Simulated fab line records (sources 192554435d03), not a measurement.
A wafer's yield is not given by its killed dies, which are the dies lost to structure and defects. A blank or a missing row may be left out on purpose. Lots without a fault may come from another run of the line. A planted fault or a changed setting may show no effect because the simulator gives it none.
fab line records	flow n5-finfet
record lots=15	wafers=45	last-day=17
route steps=1938 shown BEOL_M4@1103 BEOL_M5@1116
lots untouched by any fault: they come from a run of this same line in which no faults occurred
start-h: hours from the record's first day to the start of the lot's first wafer shown	wait-h: hours since the lot's step before	" identical to the entry in the row above	L1.1+2: several wafers, shown together as one row	- value missing, or start not given	* or withheld: withheld	< > ~ a bound
route shown NAME@n: NAME is a module with steps in the file, n the number in the route of the first one	usual: mean and standard deviation over wafers with no fault	same: alike in all rows	chamber/n: place in a boat	sites: per-site readings	_std_site: the values' standard deviation	_edge_site: mean of outer sites minus mean of inner sites	radius-mm: how far each site lies from the wafer's centre	mask NAME#n: copy n	behind: the most recent tool/chamber to have shaped the wafer	hold: why the lot went on hold/how many hours it stayed there/how the hold came to an end	device: the transistor (n, p or np) that didn't switch	end of line: tests run on the same wafers once the route is complete	for a step that has no rows: nothing shown but its recipe	killed: the dies lost at the first sort to structure and to defects; this is not the yield of the wafer	map: the dies of a wafer, with x for killed, . for not killed, _ for no die there
set.NAME: the run value of the setting; set.NAME@STEP: its run value at that earlier step	model.NAME: the simulator's own value behind a step, which no gauge read
the route's steps for a sample of lots (tables are steps, rows are wafers)
services: when a tool's chamber went out of use (start-h, in hours from the record's first day, below 0 if earlier), for how many hours, and the reason
## steps
# step N5_BEOL_M4_CMP_52
# recipe stop-on=SiOC	t-overpolish-s=6.8	down-force-psi=1	platen-rpm=50	clearing-platen-down-force-psi=1.5	clearing-platen-rpm=50	post-cmp-clean=cu-alkaline	target-thk-nm=40	clearing-platen-pad-velocity-m-s=0.99484	pad-velocity-m-s=0.99484
# usual barrier-field-endpoint-s=25.1/0.61	motor-current-A=6.1/0.34	overpolish-run-s=6.798/0.009	retaining-ring-pressure-frac=1.000/0.0049	time-to-endpoint-s=64/3
lot.wafer	tool	chamber	start-h	wait-h	barrier-field-endpoint-s	motor-current-A	overpolish-run-s	retaining-ring-pressure-frac	time-to-endpoint-s
L808.4	cmp-03	0	181.94	0.2	24.6	6.0	6.812	0.988	58
L808.1	"	3	"	"	24.0	6.6	6.792	1.000	60
L808.5	"	1	"	"	24.8	6.4	6.810	0.993	58
L810.3	cmp-03	0	188.47	0.2	24.2	5.9	6.799	0.998	60
L810.2	"	1	"	"	24.1	6.5	6.804	0.996	58
L810.6	"	3	"	"	25.5	6.5	6.806	0.991	65
L809.4	cmp-03	2	188.66	0.2	25.1	6.3	6.799	1.002	60
L809.5	"	2	"	"	24.5	6.3	6.787	1.008	61
L809.6	"	3	"	"	25.3	6.4	6.801	1.005	62
L812.1	cmp-03	1	194.68	0.3	25.1	6.6	6.800	0.996	66
L812.4	"	0	"	"	24.9	6.2	6.799	0.997	65
L812.5	"	2	"	"	24.7	6.2	6.794	0.999	63
L817.3	cmp-04	1	235.15	0.2	26.0	6.1	6.790	0.998	68
L817.2	"	2	"	"	25.5	5.8	6.811	1.001	67
L817.5	"	0	"	"	26.2	5.5	6.783	1.004	65
L818.4	cmp-04	2	235.85	0.1	26.0	6.3	6.783	1.000	62
L818.1	"	1	"	"	26.2	6.4	6.787	1.004	67
L818.5	"	3	"	"	26.5	6.2	6.790	1.011	66
L821.4	cmp-03	1	241.06	0.1	24.4	6.4	6.794	1.000	61
L821.5	"	1	"	"	25.5	6.6	6.792	0.997	63
L821.6	"	2	"	"	24.9	6.4	6.801	1.000	61
L820.1	cmp-03	2	259.96	0.3	24.9	6.1	6.803	0.999	64
L820.5	"	0	"	"	25.6	6.1	6.815	0.992	66
L820.6	"	1	"	"	24.7	6.5	6.796	1.005	62
L823.4	cmp-01	2	268.16	0.4	25.1	5.4	6.797	1.002	62
L823.5	"	3	"	"	25.1	5.7	6.797	0.995	63
L823.6	"	0	"	"	25.3	6.1	6.788	1.003	62
L824.4	cmp-01	0	270.06	0.1	24.7	6.2	6.796	0.996	65
L824.2	"	2	"	"	25.8	5.4	6.802	0.999	68
L824.6	"	1	"	"	24.6	6.1	6.799	1.006	64
L825.1	cmp-01	3	273.63	0.3	25.4	6.0	6.808	1.001	67
L825.3	"	1	"	"	24.1	6.2	6.815	1.006	59
L825.2	"	2	"	"	25.4	5.4	6.809	0.994	68
L826.4	cmp-03	3	273.90	0.1	25.3	6.4	6.793	0.994	61
L826.2	"	2	"	"	24.6	6.4	6.804	0.988	63
L826.5	"	3	"	"	24.9	6.3	6.790	1.003	65
L827.4	cmp-03	1	291.42	0.1	25.3	6.5	6.796	1.004	64
L827.1	"	2	"	"	23.9	6.1	6.805	1.002	64
L827.5	"	1	"	"	24.7	6.6	6.791	0.996	62
L828.2	cmp-03	1	295.07	0.3	25.5	6.6	6.806	1.001	68
L828.6	"	3	"	"	25.9	6.6	6.795	1.004	67
L828.5	"	0	"	"	24.9	6.2	6.797	1.000	67
L829.2	cmp-03	0	299.91	0.2	24.7	5.8	6.793	1.002	63
L829.4	"	1	"	"	25.2	6.6	6.794	1.001	64
L829.5	"	0	"	"	24.4	6.2	6.787	1.000	62
# step N5_BEOL_M4_THK_MEAS_53
# recipe thk-meas-gauge=xrf	reads=Cu_of_BEOL_M4_ECD_50
# usual M4_THK=40.2/1.5
lot.wafer	tool	chamber	start-h	wait-h	M4_THK[nm]
L808.1	film-metro-01	-	182.23	-	41.1
L808.4	"	-	"	"	41.3
L808.5	"	-	"	"	39.3
L810.2	film-metro-01	-	188.73	-	40.8
L810.3	"	-	"	"	39.5
L810.6	"	-	"	"	41.3
L809.4	film-metro-02	-	188.96	-	40.3
L809.5	"	-	"	"	40.0
L809.6	"	-	"	"	39.4
L812.1	film-metro-02	-	194.98	-	37.3
L812.4	"	-	"	"	37.0
L812.5	"	-	"	"	38.9
L817.2	film-metro-01	-	235.41	-	40.6
L817.3	"	-	"	"	39.5
L817.5	"	-	"	"	38.1
L818.1	film-metro-02	-	236.14	-	39.8
L818.4	"	-	"	"	40.0
L818.5	"	-	"	"	41.0
L821.4	film-metro-02	-	241.36	-	41.8
L821.5	"	-	"	"	40.8
L821.6	"	-	"	"	41.0
L820.1	film-metro-01	-	260.18	-	41.9
L820.5	"	-	"	"	40.4
L820.6	"	-	"	"	41.2
L823.4	film-metro-01	-	268.34	-	42.8
L823.5	"	-	"	"	39.5
L823.6	"	-	"	"	40.9
L824.2	film-metro-02	-	270.36	-	39.7
L824.4	"	-	"	"	39.2
L824.6	"	-	"	"	40.7
L825.1	film-metro-02	-	273.92	-	41.5
L825.2	"	-	"	"	39.7
L825.3	"	-	"	"	37.9
L826.2	film-metro-01	-	274.19	-	38.9
L826.4	"	-	"	"	40.7
L826.5	"	-	"	"	38.9
L827.1	film-metro-01	-	291.72	-	38.9
L827.4	"	-	"	"	39.8
L827.5	"	-	"	"	42.3
L828.2	film-metro-01	-	295.29	-	37.1
L828.5	"	-	"	"	42.5
L828.6	"	-	"	"	41.8
L829.2	film-metro-01	-	300.21	-	38.8
L829.4	"	-	"	"	39.7
L829.5	"	-	"	"	42.2
# step N5_BEOL_M4_RS_MEAS_58
# recipe thk-meas-gauge=four-point-probe	reads=Co_of_BEOL_M4_CO_CAP_55+Cu_of_BEOL_M4_ECD_50+Co_of_BEOL_M4_CVD_47+TaN_of_BEOL_M4_ALD_84
# usual M4_RS=0.67/0.033
lot.wafer	tool	chamber	start-h	wait-h	M4_RS[ohm/sq]
L808.1	film-metro-02	-	182.51	0.0	0.65
L808.4	"	-	"	"	0.64
L808.5	"	-	"	"	0.69
L810.2	film-metro-02	-	189.02	0.1	0.64
L810.3	"	-	"	"	0.67
L810.6	"	-	"	"	0.63
L809.4	film-metro-02	-	189.42	0.1	0.67
L809.5	"	-	"	"	0.67
L809.6	"	-	"	"	0.69
L812.1	film-metro-02	-	195.30	0.0	0.73
L812.4	"	-	"	"	0.74
L812.5	"	-	"	"	0.69
L817.2	film-metro-02	-	235.68	0.1	0.65
L817.3	"	-	"	"	0.67
L817.5	"	-	"	"	0.71
L818.1	film-metro-02	-	236.42	0.1	0.67
L818.4	"	-	"	"	0.67
L818.5	"	-	"	"	0.65
L821.4	film-metro-02	-	241.84	0.0	0.64
L821.5	"	-	"	"	0.65
L821.6	"	-	"	"	0.65
L820.1	film-metro-01	-	260.44	0.0	0.63
L820.5	"	-	"	"	0.66
L820.6	"	-	"	"	0.65
L823.4	film-metro-02	-	268.60	0.0	0.62
L823.5	"	-	"	"	0.69
L823.6	"	-	"	"	0.66
L824.2	film-metro-02	-	270.62	0.1	0.68
L824.4	"	-	"	"	0.69
L824.6	"	-	"	"	0.66
L825.1	film-metro-01	-	274.18	0.0	0.65
L825.2	"	-	"	"	0.68
L825.3	"	-	"	"	0.72
L826.2	film-metro-02	-	274.45	0.1	0.69
L826.4	"	-	"	"	0.65
L826.5	"	-	"	"	0.69
L827.1	film-metro-02	-	291.98	0.0	0.69
L827.4	"	-	"	"	0.67
L827.5	"	-	"	"	0.62
L828.2	film-metro-02	-	295.68	0.1	0.73
L828.5	"	-	"	"	0.62
L828.6	"	-	"	"	0.63
L829.2	film-metro-02	-	300.47	0.1	0.69
L829.4	"	-	"	"	0.68
L829.5	"	-	"	"	0.62
# step N5_BEOL_M5_HM_DEP_02
# recipe material=TiN	target-thk-a=200	temp-c=25	chamber-pressure-pa=0.49996
# usual chamber-pressure-pa=0.5000/0.001	substrate-temp-c=25.01/0.1	throttle-valve-pct=29.8/1.3
lot.wafer	tool	chamber	start-h	wait-h	chamber-pressure-pa	substrate-temp-c	throttle-valve-pct
L808.1	pvd-sputter-01	-	185.01	0.9	0.4982	25.02	30.3
L808.4	"	-	"	"	0.4994	25.06	31.8
L808.5	"	-	"	"	0.4994	24.90	30.2
L810.2	pvd-sputter-01	-	191.67	1.0	0.5006	25.14	31.7
L810.3	"	-	"	"	0.4996	24.98	30.5
L810.6	"	-	"	"	0.5002	24.97	30.6
L809.4	pvd-sputter-03	-	191.72	0.6	0.4984	24.95	27.6
L809.5	"	-	"	"	0.4997	24.99	27.6
L809.6	"	-	"	"	0.5012	25.04	30.1
L812.1	pvd-sputter-03	-	200.84	3.9	0.5013	25.18	30.1
L812.4	"	-	"	"	0.5008	25.09	29.3
L812.5	"	-	"	"	0.5016	24.88	29.6
L817.2	pvd-sputter-03	-	237.80	0.5	-	-	-
L817.3	"	-	"	"	-	-	-
L817.5	"	-	"	"	-	-	-
L818.1	pvd-sputter-03	-	238.48	0.4	-	-	-
L818.4	"	-	"	"	-	-	-
L818.5	"	-	"	"	-	-	-
L821.4	pvd-sputter-01	-	244.96	1.5	-	-	-
L821.5	"	-	"	"	-	-	-
L821.6	"	-	"	"	-	-	-
L820.1	pvd-sputter-01	-	262.13	0.0	0.5005	25.10	30.1
L820.5	"	-	"	"	0.5004	24.96	31.9
L820.6	"	-	"	"	0.5001	25.03	28.2
L823.4	pvd-sputter-01	-	270.69	0.4	0.5008	25.04	31.8
L823.5	"	-	"	"	0.5017	24.92	31.7
L823.6	"	-	"	"	0.4983	25.02	30.6
L824.2	pvd-sputter-01	-	275.33	3.1	0.4995	25.01	31.9
L824.4	"	-	"	"	0.5004	24.98	30.5
L824.6	"	-	"	"	0.5012	24.89	32.0
L825.1	pvd-sputter-01	-	276.35	0.4	0.5011	25.08	28.4
L825.2	"	-	"	"	0.4981	25.01	30.3
L825.3	"	-	"	"	0.4995	25.20	31.8
L826.2	pvd-sputter-01	-	276.45	0.3	0.4999	25.01	30.1
L826.4	"	-	"	"	0.4988	24.93	30.6
L826.5	"	-	"	"	0.4995	25.11	30.1
L827.1	pvd-sputter-01	-	294.67	0.6	0.4997	24.83	31.7
L827.4	"	-	"	"	0.5000	25.03	28.2
L827.5	"	-	"	"	0.5004	25.09	28.1
L828.2	pvd-sputter-03	-	300.57	2.3	0.4993	24.92	29.6
L828.5	"	-	"	"	0.5013	24.84	29.1
L828.6	"	-	"	"	0.4989	24.98	28.7
L829.2	pvd-sputter-03	-	304.05	1.9	0.5020	25.16	30.2
L829.4	"	-	"	"	0.5013	25.02	27.4
L829.5	"	-	"	"	0.5016	25.02	29.2
# step N5_BEOL_M5_HM_OPEN_17
# recipe chemistry=Cl2/BCl3	target-depth-a=200	overetch-a=60	target=TiN	mask-material=SOC	ion-energy-ev=150	pressure-mtorr=10	icp-w=1000	bias-w=126	Cl2_flow_sccm=53.25	bcl3-flow-sccm=21.75	Ar_flow_sccm=25
# usual drypump-motor-current-A=5.9/0.36	mfc-ar-sccm=25.01/0.073	oes-product-au=0.66/0.1	throttle-valve-pct=22.34/0.25
lot.wafer	tool	chamber	start-h	wait-h	drypump-motor-current-A	mfc-ar-sccm	oes-product-au	rf-hours-counter-h	throttle-valve-pct
L808.1	rie-metal-01	1	185.82	0.0	6.3	24.98	0.64	57	22.53
L808.4	"	0	"	"	5.4	25.03	0.53	-	22.53
L808.5	"	0	"	"	5.3	25.04	0.52	-	22.53
L810.2	rie-metal-03	1	192.57	0.0	6.0	24.94	0.53	125	22.68
L810.3	"	1	"	"	6.0	25.00	0.53	-	22.69
L810.6	"	0	"	"	6.0	25.06	0.72	-	22.05
L809.4	rie-metal-03	1	192.84	0.1	6.0	25.08	0.52	-	22.70
L809.5	"	1	"	"	6.0	25.04	0.52	-	22.70
L809.6	"	0	"	"	5.9	25.08	0.72	-	22.04
L812.1	rie-metal-02	0	201.74	0.0	5.4	24.99	0.66	44	21.82
L812.4	"	1	"	"	6.0	25.04	0.60	-	22.33
L812.5	"	0	"	"	5.4	25.00	0.64	-	21.84
L817.2	rie-metal-03	1	238.69	0.0	6.0	25.04	0.23	129	23.35
L817.3	"	1	"	"	6.0	25.02	0.23	-	23.34
L817.5	"	1	"	"	6.0	25.04	0.23	-	23.32
L818.1	rie-metal-01	1	239.35	0.0	6.4	24.90	0.28	62	23.19
L818.4	"	1	"	"	6.3	24.91	0.28	-	23.17
L818.5	"	0	"	"	5.3	24.99	0.24	-	23.19
L821.4	rie-metal-01	0	245.75	0.1	5.3	24.94	0.23	-	23.21
L821.5	"	1	"	"	6.3	24.95	0.28	-	23.18
L821.6	"	0	"	"	5.4	24.82	0.23	-	23.19
L820.1	rie-metal-03	1	263.02	0.0	6.0	24.96	0.85	1	22.35
L820.5	"	0	"	"	5.9	25.05	0.69	-	22.09
L820.6	"	1	"	"	6.0	24.99	0.84	-	22.40
L823.4	rie-metal-03	0	271.52	0.1	5.9	25.09	0.68	-	22.08
L823.5	"	0	"	"	6.0	25.05	0.67	-	22.10
L823.6	"	1	"	"	6.0	24.99	0.83	-	22.39
L824.2	rie-metal-01	0	276.23	0.0	5.4	24.92	0.84	1	22.23
L824.4	"	0	"	"	5.4	24.91	0.84	-	22.23
L824.6	"	1	"	"	6.3	25.15	0.63	-	22.55
L825.1	rie-metal-01	0	277.24	0.0	5.4	25.00	0.84	1	22.22
L825.2	"	1	"	"	6.3	25.02	0.62	67	22.55
L825.3	"	1	"	"	6.3	25.02	0.62	-	22.55
L826.2	rie-metal-01	1	277.42	0.0	6.3	24.97	0.63	67	22.54
L826.4	"	0	"	"	5.3	25.03	0.83	-	22.23
L826.5	"	0	"	"	5.3	25.02	0.83	-	22.21
L827.1	rie-metal-03	0	295.92	0.0	6.0	25.02	0.68	36	22.09
L827.4	"	1	"	"	6.0	24.99	0.81	-	22.39
L827.5	"	0	"	"	5.9	25.00	0.68	-	22.08
L828.2	rie-metal-03	0	301.33	0.0	6.0	24.95	0.68	37	22.08
L828.5	"	0	"	"	6.0	25.05	0.68	-	22.09
L828.6	"	1	"	"	6.0	25.03	0.79	-	22.38
L829.2	rie-metal-01	0	304.81	0.0	5.3	24.95	0.81	3	22.21
L829.4	"	1	"	"	6.3	25.05	0.62	-	22.55
L829.5	"	0	"	"	5.3	24.99	0.80	-	22.22
# step N5_BEOL_M5_CD_MEAS_18
# recipe pitch-nm=56	target-cd-nm=28
# usual cd-nm=28.1/0.4
lot.wafer	tool	chamber	start-h	wait-h	cd-nm
L808.1	cd-sem-03	-	186.01	0.0	27.7
L808.4	"	-	"	"	28.3
L808.5	"	-	"	"	28.0
L810.2	cd-sem-01	-	192.75	0.1	27.8
L810.3	"	-	"	"	27.8
L810.6	"	-	"	"	28.4
L809.4	cd-sem-03	-	193.00	0.0	28.4
L809.5	"	-	"	"	28.4
L809.6	"	-	"	"	28.2
L812.1	cd-sem-02	-	201.92	0.0	27.3
L812.4	"	-	"	"	27.6
L812.5	"	-	"	"	27.9
L817.2	cd-sem-01	-	238.88	0.1	-
L817.3	"	-	"	"	-
L817.5	"	-	"	"	-
L818.1	cd-sem-02	-	239.53	0.0	-
L818.4	"	-	"	"	-
L818.5	"	-	"	"	-
L821.4	cd-sem-01	-	245.90	0.0	-
L821.5	"	-	"	"	-
L821.6	"	-	"	"	-
L820.1	cd-sem-03	-	263.25	0.0	28.0
L820.5	"	-	"	"	28.5
L820.6	"	-	"	"	28.0
L823.4	cd-sem-01	-	271.68	0.1	28.5
L823.5	"	-	"	"	27.8
L823.6	"	-	"	"	27.9
L824.2	cd-sem-01	-	276.41	0.1	28.0
L824.4	"	-	"	"	27.6
L824.6	"	-	"	"	27.0
L825.1	cd-sem-02	-	277.42	0.0	28.4
L825.2	"	-	"	"	28.1
L825.3	"	-	"	"	28.3
L826.2	cd-sem-03	-	277.60	0.1	28.0
L826.4	"	-	"	"	27.9
L826.5	"	-	"	"	28.8
L827.1	cd-sem-01	-	296.10	0.0	27.8
L827.4	"	-	"	"	27.4
L827.5	"	-	"	"	28.5
L828.2	cd-sem-01	-	301.52	0.1	28.5
L828.5	"	-	"	"	28.4
L828.6	"	-	"	"	28.0
L829.2	cd-sem-01	-	305.02	0.1	27.7
L829.4	"	-	"	"	27.9
L829.5	"	-	"	"	28.3
## services
tool	chamber	start-h	hours	kind
pvd-sputter-01	-	166.67	1.7	repair
cmp-04	-	184.25	1.1	repair
cmp-01	-	189.80	1.9	repair
cmp-01	-	193.31	2.1	repair
cmp-04	-	198.19	22.5	repair
cmp-03	-	221.66	4.0	pm
cmp-03	-	225.66	-	consumable-replace:conditioner
cmp-03	-	225.66	-	consumable-replace:pad
cmp-04	-	231.92	0.6	repair
rie-metal-03	1	242.06	-	clean
rie-metal-03	1	242.06	17.2	scheduled-down
rie-metal-03	1	242.06	17.2	vent-cycle
rie-metal-01	0	246.93	-	clean
rie-metal-01	0	246.93	16.7	scheduled-down
rie-metal-01	0	246.93	16.7	vent-cycle
cmp-03	-	248.75	2.2	repair
rie-metal-02	-	250.83	14.6	pm
cmp-03	-	265.83	7.2	pm
cmp-04	-	271.38	4.0	pm
pvd-sputter-03	-	277.53	2.1	repair
cmp-03	-	278.20	0.8	repair
rie-metal-01	-	290.14	2.8	pm
cmp-01	-	291.90	4.0	pm
cmp-01	-	295.90	-	consumable-replace:conditioner
## key
first-sign step=N5_BEOL_M5_HM_DEP_02	reading=tool-record	direction=missing
effect step=N5_BEOL_M5_HM_OPEN_17	reading=oes-product-au	direction=down	sigmas=4	usual=0.66	struck=0.25
effect step=N5_BEOL_M5_CD_MEAS_18	reading=cd-nm	direction=missing
met-at N5_BEOL_M5_HM_DEP_02
struck-lots L817,L818,L821
later-rows-left-out L817.2,L817.3,L817.5,L818.1,L818.4,L818.5,L821.4,L821.5,L821.6
sort-left-out L817.2,L817.3,L817.5,L818.1,L818.4,L818.5,L821.4,L821.5,L821.6
not-acting-at N5_BEOL_M4_CMP_52,N5_BEOL_M4_THK_MEAS_53,N5_BEOL_M4_RS_MEAS_58
onset-between 200.84 237.80
fault kind=skipped-step-whole	tool=pvd-sputter-01,pvd-sputter-03	chamber=-	onset-h=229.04	steps=N5_BEOL_M5_HM_DEP_02	scope=struck-lots-only
# sort-left-out: the simulated sort isn't trusted on such a fault, so these wafers' sort isn't shown, and their yield isn't known
# later-rows-left-out: the simulator's readings of these wafers behind a module that went badly wrong aren't trusted and aren't shown, but for the sort
